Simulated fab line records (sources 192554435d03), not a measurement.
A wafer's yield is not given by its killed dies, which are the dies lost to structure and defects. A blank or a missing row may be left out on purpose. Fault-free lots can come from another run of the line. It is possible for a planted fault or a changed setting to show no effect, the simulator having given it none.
A single fault, viewed from 3 desks || flow n5-finfet || what lay behind the numbers comes last; until then each desk has only its own

## THE DEFECT DESK
For each lot, the counts of the inspections along the route, averaged over the sampled wafers that have a number. Any lot whose mean is over 4 standard deviations away from the usual mean is out of limits and marked OUT; that distance is given in the brackets.
Columns: A = raw-defect-count at N5_MOL_CONTACT_COAG_INSPECT_42, usual 226
{"lot": "L328", "first seen here": "day 5 04:05", "A": 161}
{"lot": "L329", "first seen here": "day 5 10:38", "A": 339}
{"lot": "L330", "first seen here": "day 5 19:51", "A": 304}
{"lot": "L331", "first seen here": "day 6 02:37", "A": 232}
{"lot": "L332", "first seen here": "day 6 03:35", "A": 290}
{"lot": "L335", "first seen here": "day 6 22:17", "A": 248}
{"lot": "L336", "first seen here": "day 7 06:02", "A": 216}
{"lot": "L337", "first seen here": "day 7 13:55", "A": 181}
{"lot": "L342", "first seen here": "day 8 20:19", "A": 277}
{"lot": "L350", "first seen here": "day 11 01:34", "A": 155}
Result from this desk: across the 10 lots, nothing is out of limits.

## TOOL OWNER'S DESK, rie-diel-04
The tool's own readings at N5_MOL_CONTACT_COAG_STRIP_96 (strips in N2/H2): means of the sampled wafers that have a number, for each lot that ran on this tool. Any lot whose mean is over 4 standard deviations away from the usual mean is out of limits and marked OUT; that distance is given in the brackets.
Columns: A = drypump-motor-current-A at N5_MOL_CONTACT_COAG_STRIP_96, usual 5.9 A; B = oes-product-au at N5_MOL_CONTACT_COAG_STRIP_96, usual 0.77 a.u.; C = power-w at N5_MOL_CONTACT_COAG_STRIP_96, usual 500.0 W; D = rf-vpp-V at N5_MOL_CONTACT_COAG_STRIP_96, usual 122.2 V; E = showerhead-plenum-p-Torr at N5_MOL_CONTACT_COAG_STRIP_96, usual 3.41 Torr; F = throttle-valve-pct at N5_MOL_CONTACT_COAG_STRIP_96, usual 19.0 %
{"lot": "L329", "first seen here": "day 5 09:46", "A": 6.4, "B": 0.73, "C": 500.2, "D": 122.0, "E": 3.43, "F": 18.9}
{"lot": "L330", "first seen here": "day 5 19:08", "A": 6.2, "B": 0.75, "C": 499.5, "D": 122.8, "E": 3.40, "F": 19.2}
{"lot": "L331", "first seen here": "day 6 01:46", "A": 6.4, "B": 0.72, "C": 500.4, "D": 121.8, "E": 3.43, "F": 19.0}
{"lot": "L335", "first seen here": "day 6 21:36", "A": 6.2, "B": 0.77, "C": 499.8, "D": 122.1, "E": 3.36, "F": 19.3}
{"lot": "L336", "first seen here": "day 7 05:22", "A": 6.3, "B": 0.72, "C": 499.0, "D": 121.4, "E": 3.43, "F": 19.3}
{"lot": "L342", "first seen here": "day 8 19:29", "A": 6.2, "B": 0.73, "C": 500.0, "D": 123.0, "E": 3.39, "F": 19.3}
Result from this desk: across the 6 lots, nothing is out of limits.

## AT THE METROLOGY DESK
Lot by lot, what the gauges showed, no matter which tool ran the lot: averages of those sampled wafers that carry a number. Any lot whose mean is over 4 standard deviations away from the usual mean is out of limits and marked OUT; that distance is given in the brackets.
Columns: A = cd-nm at N5_MOL_CONTACT_COAG_CD_MEAS_40, usual 25.05 nm
{"lot": "L328", "first seen here": "day 5 03:59", "A": 25.10}
{"lot": "L329", "first seen here": "day 5 10:33", "A": 25.00}
{"lot": "L330", "first seen here": "day 5 19:46", "A": 24.74}
{"lot": "L331", "first seen here": "day 6 02:31", "A": 25.13}
{"lot": "L332", "first seen here": "day 6 03:30", "A": 24.92}
{"lot": "L335", "first seen here": "day 6 22:11", "A": 25.09}
{"lot": "L336", "first seen here": "day 7 05:56", "A": 25.13}
{"lot": "L337", "first seen here": "day 7 13:49", "A": 24.85}
{"lot": "L342", "first seen here": "day 8 20:13", "A": 24.99}
{"lot": "L350", "first seen here": "day 11 01:28", "A": 25.19}
Result from this desk: across the 10 lots, nothing is out of limits.

## TAKEN TOGETHER
Nothing out of limits was seen by the defect desk.
The desk of the tool owner found nothing out of limits.
At the metrology desk, nothing out of limits was observed.

## WHAT THE SIMULATOR PUT IN
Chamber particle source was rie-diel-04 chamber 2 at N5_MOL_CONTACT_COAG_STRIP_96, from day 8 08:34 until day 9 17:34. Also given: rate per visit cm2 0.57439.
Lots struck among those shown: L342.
